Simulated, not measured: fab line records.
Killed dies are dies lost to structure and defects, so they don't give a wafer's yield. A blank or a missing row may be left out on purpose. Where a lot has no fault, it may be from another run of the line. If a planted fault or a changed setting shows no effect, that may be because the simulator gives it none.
fab line records ; flow nand-harc
record lots=24; wafers=72; last-day=34
route steps=1302 shown A_CONTACT@1066 A_BLC@1117
lots that met no fault: from a run of the same line without faults
start-h: hours from the record's first day to the start of the lot's first wafer shown ; wait-h: time in hours since the lot's previous step ; " identical to the entry in the row above ; L1.1+2: several wafers, shown together as one row ; - value missing, or start not given ; * or withheld: withheld ; < > ~ a bound
route shown NAME@n: NAME is a module with steps in the file, n the number in the route of the first one ; usual: mean/standard deviation of fault-free wafers ; same: alike in all rows ; chamber/n: place in a boat ; sites: per-site readings ; _std_site: the values' standard deviation ; _edge_site: outer sites' mean less inner sites' ; radius-mm: for every site, how far away it sits from the centre of the wafer ; mask NAME#n: copy n ; behind: tool/chamber where the wafer was last shaped ; hold: the reason the lot was held/the length of the hold in hours/how it ended ; device: the transistor (n, p or np) that didn't switch ; end of line: at the end of the route, the tests of the same wafers ; a step without rows: its recipe alone ; killed: dies that structure and defects cost at the first sort, which is not the same as the wafer's yield ; map: shows each die of a wafer: x if killed, . if not, _ if none is there
set.NAME: the setting as run; set.NAME@STEP: as run at that earlier step ; model.NAME: the simulator's own value behind a step, which no gauge read
route steps across a sampled set of lots; one table per step, one row per wafer
services: the hour from which a tool's chamber was out of use, counted from the record's first day as start-h (under 0 if before that day), plus the number of hours and why
## steps
# step NHARC_A_CONTACT_DEP_84
# recipe target-thk-a=28000; temp-c=400; material=aC
# usual throttle-valve-pct=35.000/0.0096
lot.wafer;tool;chamber;start-h;wait-h;throttle-valve-pct
L075.1;acl-dep-02;0;520.06;-;35.002
L075.2;acl-dep-02;0;520.06;-;35.007
L075.5;acl-dep-02;0;520.06;-;34.996
L074.1;acl-dep-02;0;523.61;-;35.007
L074.3;acl-dep-02;0;523.61;-;35.014
L074.6;acl-dep-02;0;523.61;-;35.006
L076.1;acl-dep-01;0;524.17;-;34.999
L076.3;acl-dep-01;0;524.17;-;34.995
L076.5;acl-dep-01;0;524.17;-;35.005
L077.2;acl-dep-01;0;539.65;-;34.996
L077.3;acl-dep-01;0;539.65;-;34.990
L077.5;acl-dep-01;0;539.65;-;35.006
L078.2;acl-dep-02;0;540.08;-;35.001
L078.3;acl-dep-02;0;540.08;-;34.995
L078.5;acl-dep-02;0;540.08;-;35.003
L079.3;acl-dep-03;0;561.87;-;35.010
L079.5;acl-dep-03;0;561.87;-;35.006
L079.6;acl-dep-03;0;561.87;-;35.001
L080.1;acl-dep-02;0;578.69;-;34.992
L080.4;acl-dep-02;0;578.69;-;35.001
L080.6;acl-dep-02;0;578.69;-;34.990
L081.1;acl-dep-03;0;580.23;-;34.988
L081.2;acl-dep-03;0;580.23;-;35.006
L081.5;acl-dep-03;0;580.23;-;35.009
L082.2;acl-dep-02;0;592.19;-;34.986
L082.3;acl-dep-02;0;592.19;-;34.994
L082.5;acl-dep-02;0;592.19;-;34.994
L084.2;acl-dep-03;0;608.08;-;35.005
L084.5;acl-dep-03;0;608.08;-;34.996
L084.6;acl-dep-03;0;608.08;-;35.008
L083.1;acl-dep-03;0;617.07;-;35.019
L083.2;acl-dep-03;0;617.07;-;34.995
L083.4;acl-dep-03;0;617.07;-;34.999
L085.3;acl-dep-02;0;629.32;-;35.006
L085.4;acl-dep-02;0;629.32;-;35.002
L085.5;acl-dep-02;0;629.32;-;34.995
L086.3;acl-dep-01;0;633.68;-;34.998
L086.5;acl-dep-01;0;633.68;-;34.991
L086.6;acl-dep-01;0;633.68;-;35.005
L090.3;acl-dep-03;0;655.40;-;35.006
L090.5;acl-dep-03;0;655.40;-;35.010
L090.6;acl-dep-03;0;655.40;-;35.009
L087.1;acl-dep-03;0;656.54;-;35.003
L087.3;acl-dep-03;0;656.54;-;34.994
L087.6;acl-dep-03;0;656.54;-;34.986
L088.4;acl-dep-02;0;674.53;-;35.001
L088.5;acl-dep-02;0;674.53;-;35.023
L088.6;acl-dep-02;0;674.53;-;35.003
L089.2;acl-dep-01;0;677.37;-;35.017
L089.4;acl-dep-01;0;677.37;-;35.016
L089.5;acl-dep-01;0;677.37;-;35.003
L092.1;acl-dep-03;0;677.81;-;34.994
L092.3;acl-dep-03;0;677.81;-;34.990
L092.4;acl-dep-03;0;677.81;-;34.991
L091.1;acl-dep-01;0;682.47;-;35.006
L091.2;acl-dep-01;0;682.47;-;34.992
L091.5;acl-dep-01;0;682.47;-;35.000
L094.2;acl-dep-02;0;700.85;-;34.989
L094.3;acl-dep-02;0;700.85;-;35.011
L094.4;acl-dep-02;0;700.85;-;34.999
L093.1;acl-dep-01;0;701.57;-;35.010
L093.2;acl-dep-01;0;701.57;-;35.015
L093.6;acl-dep-01;0;703.00;-;34.992
L095.1;acl-dep-02;0;724.10;-;35.010
L095.2;acl-dep-02;0;724.10;-;35.011
L095.5;acl-dep-02;0;724.10;-;35.002
L096.1;acl-dep-02;0;745.13;-;34.995
L096.4;acl-dep-02;0;745.13;-;35.015
L096.6;acl-dep-02;0;745.13;-;35.017
L097.1;acl-dep-02;0;762.63;-;35.002
L097.3;acl-dep-02;0;762.63;-;35.006
L097.5;acl-dep-02;0;762.63;-;34.993
# step NHARC_A_CONTACT_CD_MEAS_08
# recipe target-cd-nm=200; landing-energy-ev=500
# usual cd-nm=199.3/0.59
lot.wafer;tool;chamber;start-h;wait-h;cd-nm
L075.1;cd-sem-01;0;522.54;-;199.3
L075.2;cd-sem-01;0;522.54;-;198.9
L075.5;cd-sem-01;0;522.54;-;198.3
L074.1;cd-sem-03;0;526.07;-;199.9
L074.3;cd-sem-03;0;526.07;-;199.4
L074.6;cd-sem-03;0;526.07;-;198.7
L076.1;cd-sem-02;0;526.65;-;200.7
L076.3;cd-sem-02;0;526.65;-;199.9
L076.5;cd-sem-02;0;526.65;-;199.3
L077.2;cd-sem-01;0;541.83;-;199.4
L077.3;cd-sem-01;0;541.83;-;199.1
L077.5;cd-sem-01;0;541.83;-;199.1
L078.2;cd-sem-03;0;542.24;-;198.1
L078.3;cd-sem-03;0;542.24;-;199.3
L078.5;cd-sem-03;0;542.24;-;200.0
L079.3;cd-sem-03;0;563.75;-;199.2
L079.5;cd-sem-03;0;563.75;-;200.3
L079.6;cd-sem-03;0;563.75;-;199.6
L080.1;cd-sem-01;0;581.15;-;199.8
L080.4;cd-sem-01;0;581.15;-;199.1
L080.6;cd-sem-01;0;581.15;-;199.4
L081.1;cd-sem-03;0;582.68;-;199.7
L081.2;cd-sem-03;0;582.68;-;199.4
L081.5;cd-sem-03;0;582.68;-;198.6
L082.2;cd-sem-02;0;594.36;-;199.5
L082.3;cd-sem-02;0;594.36;-;198.9
L082.5;cd-sem-02;0;594.36;-;199.4
L084.2;cd-sem-02;0;610.13;-;200.1
L084.5;cd-sem-02;0;610.13;-;200.3
L084.6;cd-sem-02;0;610.13;-;199.3
L083.1;cd-sem-01;0;619.42;-;199.2
L083.2;cd-sem-01;0;619.42;-;198.5
L083.4;cd-sem-01;0;619.42;-;198.8
L085.3;cd-sem-01;0;631.09;-;199.9
L085.4;cd-sem-01;0;631.09;-;199.3
L085.5;cd-sem-01;0;631.09;-;199.7
L086.3;cd-sem-02;0;635.46;-;198.9
L086.5;cd-sem-02;0;635.46;-;198.8
L086.6;cd-sem-02;0;635.46;-;199.1
L090.3;cd-sem-01;0;657.30;-;198.6
L090.5;cd-sem-01;0;657.30;-;198.8
L090.6;cd-sem-01;0;657.30;-;199.1
L087.1;cd-sem-01;0;658.87;-;200.1
L087.3;cd-sem-01;0;658.87;-;198.9
L087.6;cd-sem-01;0;658.87;-;199.5
L088.4;cd-sem-03;0;676.31;-;199.0
L088.5;cd-sem-03;0;676.31;-;200.1
L088.6;cd-sem-03;0;676.31;-;200.3
L089.2;cd-sem-02;0;679.56;-;200.1
L089.4;cd-sem-02;0;679.56;-;199.2
L089.5;cd-sem-02;0;679.56;-;200.6
L092.1;cd-sem-02;0;680.33;-;198.3
L092.3;cd-sem-02;0;680.33;-;198.8
L092.4;cd-sem-02;0;680.33;-;198.6
L091.1;cd-sem-03;0;684.81;-;199.5
L091.2;cd-sem-03;0;684.81;-;199.2
L091.5;cd-sem-03;0;684.81;-;199.4
L094.2;cd-sem-01;0;703.04;-;198.4
L094.3;cd-sem-01;0;703.04;-;199.7
L094.4;cd-sem-01;0;703.04;-;199.1
L093.1;cd-sem-03;0;703.90;-;199.4
L093.2;cd-sem-03;0;703.90;-;199.1
L093.6;cd-sem-03;0;703.90;-;199.0
L095.1;cd-sem-03;0;726.55;-;198.8
L095.2;cd-sem-03;0;726.55;-;199.4
L095.5;cd-sem-03;0;726.55;-;198.5
L096.1;cd-sem-01;0;747.58;-;199.3
L096.4;cd-sem-01;0;747.58;-;198.8
L096.6;cd-sem-01;0;747.58;-;198.7
L097.1;cd-sem-03;0;765.09;-;199.7
L097.3;cd-sem-03;0;765.09;-;199.6
L097.5;cd-sem-03;0;765.09;-;198.9
# step NHARC_A_CONTACT_CVD_19
# recipe target-thk-a=3000; temp-c=300; pressure-torr=40; wf6-flow-sccm=40; h2-flow-sccm=1600; ar-flow-sccm=1560; time-s=802; material=W
# usual chamber-pressure-Torr=40.00/0.088; heater-power-w=491/34; throttle-valve-pct=8.0/0.51
lot.wafer;tool;chamber;start-h;wait-h;chamber-pressure-Torr;heater-power-w;throttle-valve-pct
L075.1;cvd-w-01;0;-;-;39.90;489;8.0
L075.2;cvd-w-01;1;-;-;39.92;487;8.4
L075.5;cvd-w-01;0;-;-;39.99;484;7.8
L074.1;cvd-w-01;1;-;-;40.06;501;8.6
L074.3;cvd-w-01;0;-;-;40.08;470;8.1
L074.6;cvd-w-01;1;-;-;39.89;484;8.7
L076.1;cvd-w-01;0;-;-;39.92;479;7.9
L076.3;cvd-w-01;1;-;-;39.98;477;8.8
L076.5;cvd-w-01;1;-;-;40.02;488;8.6
L077.2;cvd-w-02;1;-;-;39.86;535;7.1
L077.3;cvd-w-02;1;-;-;40.09;540;6.9
L077.5;cvd-w-02;1;-;-;39.99;538;7.2
L078.2;cvd-w-01;0;-;-;39.99;477;7.9
L078.3;cvd-w-01;0;-;-;39.96;480;8.2
L078.5;cvd-w-01;0;-;-;40.10;482;8.2
L079.3;cvd-w-01;0;-;-;39.95;495;8.1
L079.5;cvd-w-01;0;-;-;39.93;485;8.0
L079.6;cvd-w-01;0;-;-;40.02;494;8.0
L080.1;cvd-w-01;0;-;-;40.02;491;7.9
L080.4;cvd-w-01;0;-;-;40.14;491;7.9
L080.6;cvd-w-01;1;-;-;40.08;478;8.4
L081.1;cvd-w-02;0;-;-;40.10;479;8.2
L081.2;cvd-w-02;1;-;-;40.09;547;7.2
L081.5;cvd-w-02;1;-;-;39.97;560;7.2
L082.2;cvd-w-02;0;-;-;39.96;500;8.0
L082.3;cvd-w-02;0;-;-;40.03;493;8.0
L082.5;cvd-w-02;1;-;-;40.15;543;7.2
L084.2;cvd-w-02;0;-;-;40.10;477;8.0
L084.6;cvd-w-02;1;-;-;39.91;546;7.4
L084.5;cvd-w-02;0;-;-;40.18;468;7.8
L083.1;cvd-w-02;1;-;-;39.89;541;6.9
L083.2;cvd-w-02;0;-;-;39.94;467;8.1
L083.4;cvd-w-02;1;-;-;39.93;565;7.3
L085.3;cvd-w-01;0;-;-;40.04;496;8.0
L085.4;cvd-w-01;1;-;-;40.03;456;8.5
L085.5;cvd-w-01;1;-;-;40.01;471;8.7
L086.3;cvd-w-01;1;-;-;40.03;472;8.9
L086.6;cvd-w-01;1;-;-;40.02;478;8.5
L086.5;cvd-w-01;0;-;-;40.07;494;7.8
L090.3;cvd-w-02;1;-;-;39.81;543;7.3
L090.5;cvd-w-02;1;-;-;39.99;556;7.2
L090.6;cvd-w-02;0;-;-;39.92;439;7.5
L087.1;cvd-w-01;0;-;-;40.09;508;8.1
L087.3;cvd-w-01;1;-;-;39.91;465;8.8
L087.6;cvd-w-01;0;-;-;40.17;491;8.0
L088.4;cvd-w-01;1;-;-;39.96;466;8.7
L088.5;cvd-w-01;1;-;-;39.93;472;8.6
L088.6;cvd-w-01;0;-;-;39.93;488;8.1
L089.2;cvd-w-01;1;-;-;39.95;469;8.6
L089.4;cvd-w-01;1;-;-;40.13;468;8.7
L089.5;cvd-w-01;1;-;-;39.99;464;8.7
L092.1;cvd-w-02;1;-;-;40.06;544;7.1
L092.3;cvd-w-02;1;-;-;40.06;547;7.1
L092.4;cvd-w-02;0;-;-;40.03;433;7.8
L091.2;cvd-w-01;0;-;-;39.96;490;8.0
L091.1;cvd-w-01;1;-;-;40.02;464;8.7
L091.5;cvd-w-01;1;-;-;39.93;462;8.4
L094.2;cvd-w-01;1;-;-;39.89;470;8.7
L094.3;cvd-w-01;0;-;-;40.04;492;8.0
L094.4;cvd-w-01;1;-;-;39.96;470;8.5
L093.1;cvd-w-02;0;-;-;40.08;448;7.7
L093.2;cvd-w-02;1;-;-;39.90;538;7.1
L093.6;cvd-w-02;0;-;-;40.15;438;7.8
L095.2;cvd-w-02;1;-;-;40.00;555;7.5
L095.1;cvd-w-02;0;-;-;40.01;447;7.6
L095.5;cvd-w-02;1;-;-;39.97;537;7.0
L096.1;cvd-w-02;0;-;-;40.15;432;7.7
L096.4;cvd-w-02;1;-;-;39.95;568;7.3
L096.6;cvd-w-02;1;-;-;39.97;557;7.0
L097.1;cvd-w-01;1;-;-;40.02;460;8.3
L097.3;cvd-w-01;1;-;-;40.01;462;8.2
L097.5;cvd-w-01;1;-;-;40.06;469;8.1
# step NHARC_A_BLC_CD_MEAS_10
# recipe target-cd-nm=100; landing-energy-ev=500
# usual cd-nm=100.0/0.75
lot.wafer;tool;chamber;start-h;wait-h;cd-nm
L075.1;cd-sem-01;0;529.52;-;100.0
L075.2;cd-sem-01;0;529.52;-;99.5
L075.5;cd-sem-01;0;529.52;-;100.1
L074.1;cd-sem-03;0;533.48;-;99.1
L074.3;cd-sem-03;0;533.48;-;100.4
L074.6;cd-sem-03;0;533.48;-;99.8
L076.1;cd-sem-02;0;535.04;-;99.5
L076.3;cd-sem-02;0;535.04;-;100.1
L076.5;cd-sem-02;0;535.04;-;99.1
L077.2;cd-sem-01;0;548.80;-;100.4
L077.3;cd-sem-01;0;548.80;-;99.7
L077.5;cd-sem-01;0;548.80;-;99.7
L078.2;cd-sem-01;0;549.29;-;100.6
L078.3;cd-sem-01;0;549.29;-;99.5
L078.5;cd-sem-01;0;549.29;-;100.2
L079.3;cd-sem-02;0;570.69;-;100.0
L079.5;cd-sem-02;0;570.69;-;99.5
L079.6;cd-sem-02;0;570.69;-;98.9
L080.1;cd-sem-03;0;587.99;-;100.0
L080.4;cd-sem-03;0;587.99;-;99.2
L080.6;cd-sem-03;0;587.99;-;101.0
L081.1;cd-sem-02;0;590.23;-;101.0
L081.2;cd-sem-02;0;590.23;-;100.6
L081.5;cd-sem-02;0;590.23;-;99.7
L082.2;cd-sem-02;0;600.59;-;100.6
L082.3;cd-sem-02;0;600.59;-;99.6
L082.5;cd-sem-02;0;600.59;-;99.7
L084.2;cd-sem-03;0;617.45;-;99.5
L084.5;cd-sem-03;0;617.45;-;98.7
L084.6;cd-sem-03;0;617.45;-;99.2
L083.1;cd-sem-03;0;625.63;-;99.9
L083.2;cd-sem-03;0;625.63;-;99.6
L083.4;cd-sem-03;0;625.63;-;99.9
L085.3;cd-sem-02;0;637.42;-;100.4
L085.4;cd-sem-02;0;637.42;-;99.7
L085.5;cd-sem-02;0;637.42;-;100.2
L086.3;cd-sem-03;0;642.27;-;99.8
L086.5;cd-sem-03;0;642.27;-;100.0
L086.6;cd-sem-03;0;642.27;-;100.7
L090.3;cd-sem-03;0;663.50;-;98.9
L090.5;cd-sem-03;0;663.50;-;98.7
L090.6;cd-sem-03;0;663.50;-;100.0
L087.1;cd-sem-01;0;665.19;-;99.7
L087.3;cd-sem-01;0;665.19;-;100.9
L087.6;cd-sem-01;0;665.19;-;100.1
L088.4;cd-sem-02;0;682.64;-;98.9
L088.5;cd-sem-02;0;682.64;-;99.6
L088.6;cd-sem-02;0;682.64;-;98.9
L089.2;cd-sem-03;0;685.89;-;99.7
L089.4;cd-sem-03;0;685.89;-;100.4
L089.5;cd-sem-03;0;685.89;-;98.9
L092.1;cd-sem-03;0;689.49;-;100.9
L092.3;cd-sem-03;0;689.49;-;100.5
L092.4;cd-sem-03;0;689.49;-;100.6
L091.1;cd-sem-02;0;691.59;-;100.3
L091.2;cd-sem-02;0;691.59;-;99.6
L091.5;cd-sem-02;0;691.59;-;99.1
L094.2;cd-sem-03;0;709.48;-;100.6
L094.3;cd-sem-03;0;709.48;-;100.3
L094.4;cd-sem-03;0;709.48;-;101.0
L093.1;cd-sem-02;0;710.25;-;99.0
L093.2;cd-sem-02;0;710.25;-;99.9
L093.6;cd-sem-02;0;710.25;-;99.0
L095.1;cd-sem-01;0;733.20;-;99.7
L095.2;cd-sem-01;0;733.20;-;99.7
L095.5;cd-sem-01;0;733.20;-;101.3
L096.1;cd-sem-02;0;753.87;-;99.2
L096.4;cd-sem-02;0;753.87;-;99.8
L096.6;cd-sem-02;0;753.87;-;100.8
L097.1;cd-sem-01;0;772.18;-;100.5
L097.3;cd-sem-01;0;772.18;-;99.5
L097.5;cd-sem-01;0;772.18;-;99.6
# step NHARC_A_BLC_OVL_MEAS_11
# usual overlay-x-nm=0.0/0.72; overlay-y-nm=0.2/0.76
lot.wafer;tool;chamber;start-h;wait-h;overlay-x-nm;overlay-y-nm
L075.1;overlay-01;-;529.61;-;0.5;1.4
L075.2;overlay-01;-;529.61;-;1.1;1.0
L075.5;overlay-01;-;529.61;-;0.9;0.5
L074.1;overlay-02;-;533.57;-;0.7;-0.2
L074.3;overlay-02;-;533.57;-;0.6;0.7
L074.6;overlay-02;-;533.57;-;0.1;0.5
L076.1;overlay-01;-;535.13;-;-0.5;0.4
L076.3;overlay-01;-;535.13;-;-0.9;0.9
L076.5;overlay-01;-;535.13;-;-0.6;0.5
L077.2;overlay-02;-;548.88;-;-0.2;-0.1
L077.3;overlay-02;-;548.88;-;-0.3;0.0
L077.5;overlay-02;-;548.88;-;0.1;0.2
L078.2;overlay-01;-;549.38;-;-1.8;0.0
L078.3;overlay-01;-;549.38;-;-1.9;0.3
L078.5;overlay-01;-;549.38;-;-2.1;0.3
L079.3;overlay-01;-;570.77;-;1.0;0.2
L079.5;overlay-01;-;570.77;-;0.6;0.4
L079.6;overlay-01;-;570.77;-;0.7;0.4
L080.1;overlay-01;-;588.07;-;-0.5;-1.2
L080.4;overlay-01;-;588.07;-;-0.8;-0.7
L080.6;overlay-01;-;588.07;-;-0.6;-1.2
L081.1;overlay-01;-;590.32;-;-0.3;1.9
L081.2;overlay-01;-;590.32;-;-0.2;1.9
L081.5;overlay-01;-;590.32;-;0.1;1.5
L082.2;overlay-02;-;600.68;-;-0.4;0.9
L082.3;overlay-02;-;600.68;-;0.3;0.7
L082.5;overlay-02;-;600.68;-;-0.1;0.9
L084.2;overlay-01;-;617.54;-;-0.2;0.1
L084.5;overlay-01;-;617.54;-;0.1;0.7
L084.6;overlay-01;-;617.54;-;0.1;1.0
L083.1;overlay-01;-;625.71;-;0.4;-0.5
L083.2;overlay-01;-;625.71;-;0.1;-0.6
L083.4;overlay-01;-;625.71;-;-0.4;-0.3
L085.3;overlay-01;-;637.50;-;0.1;0.0
L085.4;overlay-01;-;637.50;-;-0.3;0.1
L085.5;overlay-01;-;637.50;-;0.3;-0.1
L086.3;overlay-02;-;642.36;-;0.3;0.8
L086.5;overlay-02;-;642.36;-;0.0;1.4
L086.6;overlay-02;-;642.36;-;0.7;1.0
L090.3;overlay-02;-;663.59;-;0.2;-0.4
L090.5;overlay-02;-;663.59;-;1.1;-0.1
L090.6;overlay-02;-;663.59;-;0.6;0.0
L087.1;overlay-01;-;665.28;-;0.7;0.3
L087.3;overlay-01;-;665.28;-;0.9;0.0
L087.6;overlay-01;-;665.28;-;0.9;0.2
L088.4;overlay-01;-;682.72;-;0.0;0.9
L088.5;overlay-01;-;682.72;-;0.2;0.5
L088.6;overlay-01;-;682.72;-;0.3;1.0
L089.2;overlay-02;-;685.98;-;-0.1;0.8
L089.4;overlay-02;-;685.98;-;0.6;0.7
L089.5;overlay-02;-;685.98;-;-0.1;1.1
L092.1;overlay-01;-;689.58;-;0.8;0.0
L092.3;overlay-01;-;689.58;-;0.7;0.6
L092.4;overlay-01;-;689.58;-;0.6;0.0
L091.1;overlay-02;-;691.68;-;0.5;-0.3
L091.2;overlay-02;-;691.68;-;0.7;0.3
L091.5;overlay-02;-;691.68;-;0.4;0.0
L094.2;overlay-02;-;709.56;-;0.0;0.8
L094.3;overlay-02;-;709.56;-;-0.7;0.2
L094.4;overlay-02;-;709.56;-;-0.3;1.1
L093.1;overlay-01;-;710.34;-;-0.3;-1.6
L093.2;overlay-01;-;710.34;-;-1.0;-1.8
L093.6;overlay-01;-;710.34;-;-0.3;-1.6
L095.1;overlay-01;-;733.28;-;1.0;-1.0
L095.2;overlay-01;-;733.28;-;0.3;-0.9
L095.5;overlay-01;-;733.28;-;0.8;-0.7
L096.1;overlay-02;-;753.96;-;-1.4;0.5
L096.4;overlay-02;-;753.96;-;-1.3;0.1
L096.6;overlay-02;-;753.96;-;-0.6;0.0
L097.1;overlay-01;-;772.27;-;-0.2;-0.2
L097.3;overlay-01;-;772.27;-;0.5;-0.3
L097.5;overlay-01;-;772.27;-;-0.1;-0.3
# step NHARC_A_BLC_ETCH_18
# recipe target-depth-a=9100; c4f8-flow-sccm=20; o2-flow-sccm=10; ar-flow-sccm=withheld; rf-w=600; bias-w=1500; chemistry=C4F8/O2/Ar
# usual oes-product-au=0.950/0.028; rf-vpp-V=978/6.1
lot.wafer;tool;chamber;start-h;wait-h;oes-product-au;rf-hours-counter-h;rf-vpp-V
L075.2;rie-diel-04;0;-;-;0.910;11;967
L075.1;rie-diel-04;2;-;-;0.975;10;976
L075.5;rie-diel-04;1;-;-;0.930;-;986
L074.1;rie-diel-05;2;-;-;0.973;39;969
L074.3;rie-diel-05;0;-;-;0.993;38;972
L074.6;rie-diel-05;1;-;-;0.981;-;985
L076.3;rie-diel-05;2;-;-;0.935;40;970
L076.1;rie-diel-05;3;-;-;0.947;33;967
L076.5;rie-diel-05;2;-;-;0.926;-;968
L077.2;rie-diel-04;1;-;-;0.978;1;985
L077.3;rie-diel-04;0;-;-;0.998;0;971
L077.5;rie-diel-04;2;-;-;0.962;-;976
L078.2;rie-diel-04;2;-;-;0.963;1;977
L078.3;rie-diel-04;0;-;-;0.996;1;969
L078.5;rie-diel-04;2;-;-;0.961;-;975
L079.3;rie-diel-04;3;-;-;0.953;2;977
L079.6;rie-diel-04;3;-;-;0.952;-;975
L079.5;rie-diel-04;1;-;-;0.942;-;985
L080.4;rie-diel-04;1;-;-;0.970;4;985
L080.1;rie-diel-04;3;-;-;0.978;3;976
L080.6;rie-diel-04;2;-;-;0.980;-;975
L081.2;rie-diel-04;1;-;-;0.929;4;984
L081.1;rie-diel-04;3;-;-;0.929;4;977
L081.5;rie-diel-04;2;-;-;0.937;-;976
L082.3;rie-diel-04;0;-;-;0.994;4;970
L082.2;rie-diel-04;2;-;-;0.956;5;977
L082.5;rie-diel-04;3;-;-;0.983;-;975
L084.2;rie-diel-04;0;-;-;0.975;5;969
L084.5;rie-diel-04;1;-;-;0.964;-;984
L084.6;rie-diel-04;2;-;-;0.970;-;976
L083.1;rie-diel-08;2;-;-;0.960;5;972
L083.4;rie-diel-08;3;-;-;0.987;5;986
L083.2;rie-diel-08;0;-;-;0.973;5;980
L085.3;rie-diel-05;0;-;-;0.971;14;971
L085.4;rie-diel-05;1;-;-;0.948;11;985
L085.5;rie-diel-05;3;-;-;0.988;-;988
L086.3;rie-diel-08;0;-;-;0.933;6;981
L086.6;rie-diel-08;1;-;-;0.884;-;977
L086.5;rie-diel-08;2;-;-;0.923;-;972
L090.3;rie-diel-04;3;-;-;0.936;8;977
L090.5;rie-diel-04;1;-;-;0.921;-;984
L090.6;rie-diel-04;2;-;-;0.927;-;975
L087.3;rie-diel-04;1;-;-;0.955;8;985
L087.1;rie-diel-04;2;-;-;0.966;8;976
L087.6;rie-diel-04;3;-;-;0.968;-;977
L088.4;rie-diel-04;2;-;-;0.935;9;976
L088.5;rie-diel-04;2;-;-;0.923;-;975
L088.6;rie-diel-04;3;-;-;0.939;-;976
L089.2;rie-diel-08;0;-;-;0.932;9;981
L089.4;rie-diel-08;1;-;-;0.894;9;975
L089.5;rie-diel-08;1;-;-;0.881;-;974
L092.3;rie-diel-05;0;-;-;0.945;31;972
L092.4;rie-diel-05;1;-;-;0.914;27;985
L092.1;rie-diel-05;3;-;-;0.926;30;989
L091.2;rie-diel-08;3;-;-;0.937;10;987
L091.1;rie-diel-08;2;-;-;0.923;12;972
L091.5;rie-diel-08;0;-;-;0.922;-;981
L094.2;rie-diel-08;2;-;-;0.921;13;974
L094.3;rie-diel-08;3;-;-;0.922;12;984
L094.4;rie-diel-08;1;-;-;0.887;13;976
L093.1;rie-diel-08;1;-;-;0.888;13;975
L093.2;rie-diel-08;2;-;-;0.913;13;971
L093.6;rie-diel-08;2;-;-;0.907;-;972
L095.2;rie-diel-04;2;-;-;0.995;1;976
L095.1;rie-diel-04;0;-;-;0.946;1;970
L095.5;rie-diel-04;2;-;-;0.996;-;976
L096.1;rie-diel-04;1;-;-;0.977;2;984
L096.6;rie-diel-04;1;-;-;0.973;-;984
L096.4;rie-diel-04;3;-;-;0.941;-;977
L097.3;rie-diel-05;0;-;-;0.989;0;972
L097.1;rie-diel-05;2;-;-;0.979;0;990
L097.5;rie-diel-05;1;-;-;0.979;-;983
## services
tool;chamber;start-h;hours;kind
cvd-w-02;1;514.51;5.5;repair
rie-diel-08;2;524.54;2.7;repair
rie-diel-04;-;531.90;9.0;pm
rie-diel-08;-;544.83;9.0;pm
cvd-w-01;1;545.08;23.6;repair
cvd-w-01;-;548.41;13.0;pm
acl-dep-01;-;556.38;13.0;pm
rie-diel-04;2;569.69;3.6;repair
cvd-w-02;-;580.41;0.4;repair
acl-dep-02;-;611.00;13.0;pm
rie-diel-08;0;613.20;2.5;repair
cvd-w-02;-;631.14;13.0;pm
acl-dep-01;-;635.15;10.1;repair
rie-diel-08;2;644.71;5.8;repair
rie-diel-08;1;652.25;2.2;repair
acl-dep-03;-;664.17;13.0;pm
rie-diel-04;2;694.33;12.6;repair
rie-diel-04;-;708.90;9.0;pm
cvd-w-01;-;729.41;13.0;pm
cvd-w-01;-;751.21;0.5;repair
rie-diel-04;0;754.63;9.0;repair
cvd-w-02;1;759.20;7.2;repair
cvd-w-01;-;765.13;0.5;repair
cvd-w-01;0;766.02;8.8;repair
## key
fault none
